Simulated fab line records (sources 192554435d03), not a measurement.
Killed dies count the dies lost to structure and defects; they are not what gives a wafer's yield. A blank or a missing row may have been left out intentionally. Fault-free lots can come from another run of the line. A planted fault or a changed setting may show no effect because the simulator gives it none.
Which tool was responsible? + flow n5-finfet + 30 wafers from 11 lots sampled at 4 of the route's 1938 steps

== WHAT THE GAUGES READ, wafer by wafer ==
N5_HKMG_FIN_INSPECT_61: inspects for defects (macro). Usual: raw-defect-count at 1.9, with a standard deviation of 1.4.
| lot  | measured    | on                | raw-defect-count | flag |
|------|-------------|-------------------|------------------|------|
| L106 | day 4 01:22 | defect-inspect-01 | 1 3 0            |      |
| L107 | day 4 06:08 | defect-inspect-02 | 5 0 2            |      |
| L108 | day 4 16:23 | defect-inspect-02 | 2 3 1            |      |
| L109 | day 4 20:47 | defect-inspect-02 | 0 0 1            |      |
| L110 | day 5 03:46 | defect-inspect-02 | 2 0 1            |      |
| L111 | day 5 13:38 | defect-inspect-02 | 0 3 2            |      |
| L112 | day 5 15:43 | defect-inspect-02 | 3 3 2            |      |
| L116 | day 6 15:37 | defect-inspect-02 | 2 2 5            |      |
| L122 | day 8 06:19 | defect-inspect-02 | 1 0              |      |
| L125 | day 8 18:36 | defect-inspect-02 | 5 1              |      |
| L126 | day 8 22:21 | defect-inspect-01 | 2 0              |      |

N5_BEOL_M4_RC_MEAS_101. Usual: DIBL_N 36.4 mV/V, standard deviation 1.5; DIBL_P 36.6 mV/V, standard deviation 1.9; IOFF_N 0.155 nA/um, standard deviation 0.021; IOFF_P 0.211 nA/um, standard deviation 0.028; ION_N 671 uA/um, standard deviation 8.6; ION_P 462 uA/um, standard deviation 5.8; SS_N 71.5 mV/dec, standard deviation 0.5; SS_P 73.4 mV/dec, standard deviation 0.58; VT_N 250.1 mV, standard deviation 2.4; VT_P -250.1 mV, standard deviation 3.
| lot  | measured     | on        | DIBL_N (mV/V)  | DIBL_P (mV/V)  | IOFF_N (nA/um)    | IOFF_P (nA/um)    | ION_N (uA/um) | ION_P (uA/um) | SS_N (mV/dec)  | SS_P (mV/dec)  | VT_N (mV)         | VT_P (mV)            | flag |
|------|--------------|-----------|----------------|----------------|-------------------|-------------------|---------------|---------------|----------------|----------------|-------------------|----------------------|------|
| L106 | day 7 23:52  | prober-02 | 35.7 35.3 35.8 | 35.0 35.4 34.5 | 0.134 0.138 0.142 | 0.193 0.200 0.189 | 674 667 685   | 457 464 461   | 71.2 71.4 71.5 | 72.5 72.0 72.8 | 250.6 248.9 250.2 | -250.8 -251.9 -252.8 |      |
| L107 | day 8 08:29  | prober-01 | 35.7 36.7 35.8 | 35.7 36.6 35.5 | 0.152 0.157 0.149 | 0.207 0.215 0.198 | 677 676 664   | 464 468 460   | 71.3 71.8 71.7 | 73.3 73.8 74.5 | 249.9 249.4 251.1 | -250.3 -251.7 -249.5 |      |
| L108 | day 8 10:45  | prober-01 | 36.4 36.8 36.8 | 37.3 37.6 38.0 | 0.155 0.159 0.158 | 0.241 0.256 0.251 | 671 664 675   | 472 466 469   | 71.1 70.7 71.4 | 73.9 73.5 74.1 | 248.2 248.4 250.2 | -247.0 -247.3 -246.1 |      |
| L109 | day 8 18:28  | prober-01 | 37.2 38.2 34.9 | 39.2 39.4 36.1 | 0.161 0.176 0.127 | 0.217 0.220 0.173 | 673 674 660   | 462 460 453   | 71.3 72.0 71.1 | 73.6 73.9 72.8 | 252.4 250.6 256.3 | -251.4 -250.6 -252.3 |      |
| L110 | day 8 18:59  | prober-02 | 35.9 34.8 36.2 | 35.7 34.6 35.7 | 0.146 0.130 0.145 | 0.173 0.158 0.171 | 668 665 664   | 450 448 456   | 71.1 70.9 70.9 | 73.6 73.4 73.4 | 250.3 251.9 248.6 | -254.6 -256.9 -255.1 |      |
| L111 | day 8 22:37  | prober-01 | 34.9 34.0 33.9 | 34.8 33.9 33.5 | 0.137 0.129 0.126 | 0.224 0.204 0.202 | 657 661 660   | 464 463 466   | 70.6 70.9 71.0 | 72.8 72.6 72.7 | 254.1 256.0 249.6 | -246.3 -251.0 -251.1 |      |
| L112 | day 9 15:51  | prober-02 | 36.5 34.8 36.1 | 36.7 33.9 36.1 | 0.155 0.126 0.144 | 0.208 0.179 0.205 | 673 664 669   | 460 459 462   | 71.6 71.2 71.3 | 73.4 72.0 73.7 | 250.9 250.4 252.1 | -250.0 -253.1 -252.4 |      |
| L116 | day 10 14:41 | prober-02 | 35.1 34.4 33.7 | 37.2 36.2 35.3 | 0.155 0.144 0.133 | 0.237 0.221 0.204 | 672 669 662   | 468 458 461   | 71.5 71.2 71.7 | 73.1 73.0 72.8 | 249.5 250.6 252.6 | -246.7 -246.5 -252.6 |      |
| L122 | day 12 09:46 | prober-01 | 37.7 37.2      | 37.4 37.2      | 0.160 0.149       | 0.244 0.240       | 670 665       | 464 462       | 72.0 71.5      | 73.6 73.4      | 249.4 249.9       | -249.1 -250.2        |      |
| L125 | day 12 16:26 | prober-01 | 36.9 37.9      | 37.3 38.5      | 0.163 0.188       | 0.227 0.225       | 666 687       | 461 462       | 71.7 71.9      | 73.4 73.7      | 252.0 246.8       | -247.0 -249.6        |      |
| L126 | day 12 20:07 | prober-01 | 36.3 36.7      | 36.8 37.9      | 0.153 0.158       | 0.200 0.207       | 666 665       | 457 453       | 71.4 72.0      | 73.4 74.0      | 249.4 250.0       | -250.7 -247.9        |      |

== WHICH TOOL RAN EACH LOT (tool, then ch and the chambers of the sampled wafers, then the start) ==
| lot  | N5_HKMG_FIN_HK_ANNEAL_02        | N5_HKMG_FIN_ALD_79                 |
|------|---------------------------------|------------------------------------|
| L106 | rtp-anneal-01 ch 0, day 4 00:33 | ald-metal-01 ch 1,2,3, day 4 02:46 |
| L107 | rtp-anneal-02 ch 0, day 4 05:20 | ald-metal-01 ch 1,2, day 4 07:40   |
| L108 | rtp-anneal-02 ch 0, day 4 15:20 | ald-metal-04 ch 1,2,3, day 4 17:53 |
| L109 | rtp-anneal-01 ch 0, day 4 19:47 | ald-metal-03 ch 2,3, day 4 22:12   |
| L110 | rtp-anneal-01 ch 0, day 5 02:47 | ald-metal-04 ch 1,2,3, day 5 05:11 |
| L111 | rtp-anneal-01 ch 0, day 5 12:38 | ald-metal-03 ch 1,2,3, day 5 15:35 |
| L112 | rtp-anneal-02 ch 0, day 5 14:55 | ald-metal-04 ch 1,2, day 5 17:07   |
| L116 | rtp-anneal-01 ch 0, day 6 14:49 | ald-metal-03 ch 0,1,2, day 6 17:02 |
| L122 | rtp-anneal-02 ch 0, day 8 05:31 | ald-metal-03 ch 1,3, day 8 07:43   |
| L125 | rtp-anneal-01 ch 0, day 8 17:55 | ald-metal-03 ch 2,3, day 8 20:00   |
| L126 | rtp-anneal-01 ch 0, day 8 21:34 | ald-metal-03 ch 2,3, day 8 23:50   |
- N5_HKMG_FIN_HK_ANNEAL_02: time 30 s.
- N5_HKMG_FIN_ALD_79: deposits TiN, target thk 1.5 nm, pulse time 1 s, purge time 3 s.

== WHAT THE TOOLS THEMSELVES READ (means of the sampled wafers that have a number; where no wafer has one, the mark that the record gives instead) ==
N5_HKMG_FIN_HK_ANNEAL_02. Usual: lamp-power-pct 8.80 %, standard deviation 0.053; lamp_zone_3_pct 8.797 %, standard deviation 0.01; wafer_temp_C_max 702.9, standard deviation 0.66.
| lot  | tool          | lamp-power-pct (%) | lamp_zone_3_pct (%) | wafer_temp_C_max | flag |
|------|---------------|--------------------|---------------------|------------------|------|
| L106 | rtp-anneal-01 | 8.80               | 8.787               | 702.8            |      |
| L107 | rtp-anneal-02 | 8.80               | 8.794               | 702.8            |      |
| L108 | rtp-anneal-02 | 8.76               | 8.805               | 703.0            |      |
| L109 | rtp-anneal-01 | 8.77               | 8.793               | 703.1            |      |
| L110 | rtp-anneal-01 | 8.79               | 8.798               | 701.9            |      |
| L111 | rtp-anneal-01 | 8.80               | 8.790               | 703.1            |      |
| L112 | rtp-anneal-02 | 8.82               | 8.798               | 702.9            |      |
| L116 | rtp-anneal-01 | 8.80               | 8.799               | 703.0            |      |
| L122 | rtp-anneal-02 | 8.82               | 8.787               | 702.8            |      |
| L125 | rtp-anneal-01 | 8.80               | 8.797               | 702.7            |      |
| L126 | rtp-anneal-01 | 8.79               | 8.794               | 702.6            |      |

N5_HKMG_FIN_ALD_79. Usual: heater-power-w 924 W, standard deviation 92; precursor-pulse-height-rel 0.997, standard deviation 0.02; susceptor-temp-C 399.98 C, standard deviation 0.21.
| lot  | tool         | heater-power-w (W) | precursor-pulse-height-rel | susceptor-temp-C (C) | flag |
|------|--------------|--------------------|----------------------------|----------------------|------|
| L106 | ald-metal-01 | 996                | 1.017                      | 399.84               |      |
| L107 | ald-metal-01 | 1052               | 0.989                      | 400.05               |      |
| L108 | ald-metal-04 | 928                | 0.992                      | 399.89               |      |
| L109 | ald-metal-03 | 901                | 0.977                      | 399.88               |      |
| L110 | ald-metal-04 | 938                | 0.991                      | 400.00               |      |
| L111 | ald-metal-03 | 916                | 0.987                      | 400.05               |      |
| L112 | ald-metal-04 | 1029               | 0.994                      | 400.11               |      |
| L116 | ald-metal-03 | 889                | 0.989                      | 399.77               |      |
| L122 | ald-metal-03 | 902                | 0.998                      | 400.15               |      |
| L125 | ald-metal-03 | 900                | 0.999                      | 399.83               |      |
| L126 | ald-metal-03 | 901                | 0.980                      | 400.03               |      |

== THE ANSWER, worked out from the rows above alone ==
Rule: lot off if the mean of its wafers having a number is beyond 3 standard deviations from the usual mean. A lot without any number at a reading at which 4 lots or more have one is off too. All remaining lots with rows at the step are treated as sound. First the gauges in route order, then the tools' own readings, where a lot's mean is used as printed above. At the first step where some lot is off, the reading lying furthest off is the one used; lots without a number count as furthest.
Across all readings shown, no lot is off: no conclusion can be drawn from this.

== WHAT THE SIMULATOR HAD PUT IN ==
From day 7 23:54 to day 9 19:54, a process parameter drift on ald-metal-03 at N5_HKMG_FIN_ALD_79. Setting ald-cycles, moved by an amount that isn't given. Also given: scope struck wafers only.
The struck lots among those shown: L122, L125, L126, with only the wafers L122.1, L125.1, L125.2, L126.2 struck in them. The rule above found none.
